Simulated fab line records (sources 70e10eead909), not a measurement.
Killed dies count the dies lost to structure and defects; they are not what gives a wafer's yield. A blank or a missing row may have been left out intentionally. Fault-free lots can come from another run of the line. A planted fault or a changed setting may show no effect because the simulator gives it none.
Chamber matching || flow nand_harc || NHARC_A_CHANNEL_FILL_D1_STRIP_28 on rie_diel-07: 4 sister chambers
The step strips in O2, time 20 s. 14 wafers are shown with their chamber, then 7 later ones without.

== WAFERS PAIRED WITH THEIR CHAMBERS ==
{"wafer": "L836.1", "chamber": 0, "drypump_motor_current_A (A)": 6.0, "oes_product_au (a.u.)": 0.998, "throttle_valve_pct (%)": 17.030}
{"wafer": "L836.2", "chamber": 1, "drypump_motor_current_A (A)": 5.8, "oes_product_au (a.u.)": 1.005, "throttle_valve_pct (%)": 17.024}
{"wafer": "L836.6", "chamber": 0, "drypump_motor_current_A (A)": 6.0, "oes_product_au (a.u.)": 0.993, "throttle_valve_pct (%)": 17.044}
{"wafer": "L838.2", "chamber": 2, "drypump_motor_current_A (A)": 6.5, "oes_product_au (a.u.)": 1.006, "throttle_valve_pct (%)": 17.037}
{"wafer": "L838.3", "chamber": 0, "drypump_motor_current_A (A)": 6.0, "oes_product_au (a.u.)": 0.991, "throttle_valve_pct (%)": 17.034}
{"wafer": "L838.6", "chamber": 2, "drypump_motor_current_A (A)": 6.5, "oes_product_au (a.u.)": 0.999, "throttle_valve_pct (%)": 17.029}
{"wafer": "L843.1", "chamber": 0, "drypump_motor_current_A (A)": 6.0, "oes_product_au (a.u.)": 0.999, "throttle_valve_pct (%)": 17.051}
{"wafer": "L843.2", "chamber": 1, "drypump_motor_current_A (A)": 5.8, "oes_product_au (a.u.)": 1.010, "throttle_valve_pct (%)": 17.039}
{"wafer": "L843.6", "chamber": 2, "drypump_motor_current_A (A)": 6.5, "oes_product_au (a.u.)": 1.000, "throttle_valve_pct (%)": 17.036}
{"wafer": "L846.1", "chamber": 0, "drypump_motor_current_A (A)": 6.0, "oes_product_au (a.u.)": 0.994, "throttle_valve_pct (%)": 17.043}
{"wafer": "L846.3", "chamber": 2, "drypump_motor_current_A (A)": 6.5, "oes_product_au (a.u.)": 0.998, "throttle_valve_pct (%)": 17.027}
{"wafer": "L846.5", "chamber": 3, "drypump_motor_current_A (A)": 6.2, "oes_product_au (a.u.)": 1.015, "throttle_valve_pct (%)": 17.031}
{"wafer": "L849.1", "chamber": 0, "drypump_motor_current_A (A)": 6.0, "oes_product_au (a.u.)": 0.998, "throttle_valve_pct (%)": 17.030}
{"wafer": "L849.4", "chamber": 3, "drypump_motor_current_A (A)": 6.3, "oes_product_au (a.u.)": 1.005, "throttle_valve_pct (%)": 17.032}

SIGNATURES, as means of the wafers listed above
{"reading": "drypump_motor_current_A", "chamber 0": 6.000, "chamber 1": 5.800, "chamber 2": 6.500, "chamber 3": 6.250, "scatter within a chamber": 0.0224}
{"reading": "oes_product_au", "chamber 0": 0.99550, "chamber 1": 1.00750, "chamber 2": 1.00075, "chamber 3": 1.01000, "scatter within a chamber": 0.00393}
{"reading": "throttle_valve_pct", "chamber 0": 17.03867, "chamber 1": 17.03150, "chamber 2": 17.03225, "chamber 3": 17.03150, "scatter within a chamber": 0.00748}
Rule: a wafer's distance from a chamber is the root of the sum, over the readings, of the square of ((its reading less the chamber's mean) divided by the reading's scatter). If the next closest chamber is less than 2 further off than the closest, the wafer can't be placed; otherwise it belongs to the closest. How the scatter is found: for the shown wafers, subtract from each reading the mean of its chamber, square and add these, divide the total by (wafers less chambers), then take the root.

== WAFERS WITHOUT THEIR CHAMBER ==
{"wafer": "L849.5", "drypump_motor_current_A (A)": 6.5, "oes_product_au (a.u.)": 0.993, "throttle_valve_pct (%)": 17.027}
{"wafer": "L852.2", "drypump_motor_current_A (A)": 5.8, "oes_product_au (a.u.)": 1.009, "throttle_valve_pct (%)": 17.032}
{"wafer": "L852.3", "drypump_motor_current_A (A)": 6.3, "oes_product_au (a.u.)": 1.010, "throttle_valve_pct (%)": 17.047}
{"wafer": "L852.4", "drypump_motor_current_A (A)": 6.6, "oes_product_au (a.u.)": 0.995, "throttle_valve_pct (%)": 17.047}
{"wafer": "L853.3", "drypump_motor_current_A (A)": 6.5, "oes_product_au (a.u.)": 0.997, "throttle_valve_pct (%)": 17.042}
{"wafer": "L853.5", "drypump_motor_current_A (A)": 6.3, "oes_product_au (a.u.)": 1.004, "throttle_valve_pct (%)": 17.041}
{"wafer": "L853.6", "drypump_motor_current_A (A)": 6.5, "oes_product_au (a.u.)": 0.988, "throttle_valve_pct (%)": 17.023}

== WHICH CHAMBER EACH ONE RAN IN ==
{"wafer": "L849.5", "from the rows above": 2, "in truth": 2}
{"wafer": "L852.2", "from the rows above": 1, "in truth": 1}
{"wafer": "L852.3", "from the rows above": 3, "in truth": 3}
{"wafer": "L852.4", "from the rows above": 2, "in truth": 2}
{"wafer": "L853.3", "from the rows above": 2, "in truth": 2}
{"wafer": "L853.5", "from the rows above": 3, "in truth": 3}
{"wafer": "L853.6", "from the rows above": 2, "in truth": 2}
Placed correctly: 7 of 7. Number that these rows cannot place: 0. Placed wrongly: 0.
